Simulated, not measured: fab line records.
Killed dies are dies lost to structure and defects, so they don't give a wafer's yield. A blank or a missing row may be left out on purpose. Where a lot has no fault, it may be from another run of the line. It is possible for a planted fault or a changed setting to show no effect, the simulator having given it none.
Chamber matching    flow nandHarc    NHARC_A_WL_FILL_ALD_10 on aldHk-03: 4 sister chambers
The step deposits SiO2, target thk 50 nm, pulse time 10 s, ald cycles 500. 8 wafers are shown with their chamber, then 9 later ones without.

## WAFERS PAIRED WITH THEIR CHAMBERS
wafer   chamber  heaterPowerW (W)  precursorPulseHeightRel
L084.2  2        445               1.019
L084.6  3        414               1.018
L086.2  0        455               0.981
L086.1  2        446               0.982
L086.6  1        434               0.995
L087.3  0        451               0.994
L087.4  1        446               0.997
L087.1  3        390               1.007

## WAFERS WITHOUT THEIR CHAMBER
wafer   heaterPowerW (W)  precursorPulseHeightRel
L089.3  454               1.002
L089.2  457               1.009
L089.6  438               0.995
L093.1  443               0.984
L093.4  452               0.967
L093.5  461               0.991
L095.4  444               1.033
L095.2  392               1.002
L095.5  456               0.983

## CHAMBER TAKEN BY EACH
wafer   from the rows above           in truth
L089.3  can't be placed: 2 or 0 or 1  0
L089.2  can't be placed: 2 or 0 or 1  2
L089.6  can't be placed: 1 or 2 or 0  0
L093.1  can't be placed: 1 or 0 or 2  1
L093.4  can't be placed: 0 or 1 or 2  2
L093.5  can't be placed: 0 or 2 or 1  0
L095.4  can't be placed: 2 or 1 or 0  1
L095.2  3                             3
L095.5  can't be placed: 0 or 2 or 1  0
Placed correctly: 1 of 9. Unplaceable from these rows: 8, with the true chamber sitting among the candidates in 8. Number placed wrongly: 0.
How it was worked out, from the rows above alone: a wafer's distance from a chamber is the root of the sum, over the readings, of the square of ((its reading less the chamber's mean) divided by the reading's scatter). If the next closest chamber is less than 2 further off than the closest, the wafer can't be placed; otherwise it belongs to the closest. The mean given for a chamber averages the wafers shown for that chamber. The scatter: the root of (the sum of the squares of (reading less its chamber's mean) over the shown wafers, divided by (wafers less chambers)).
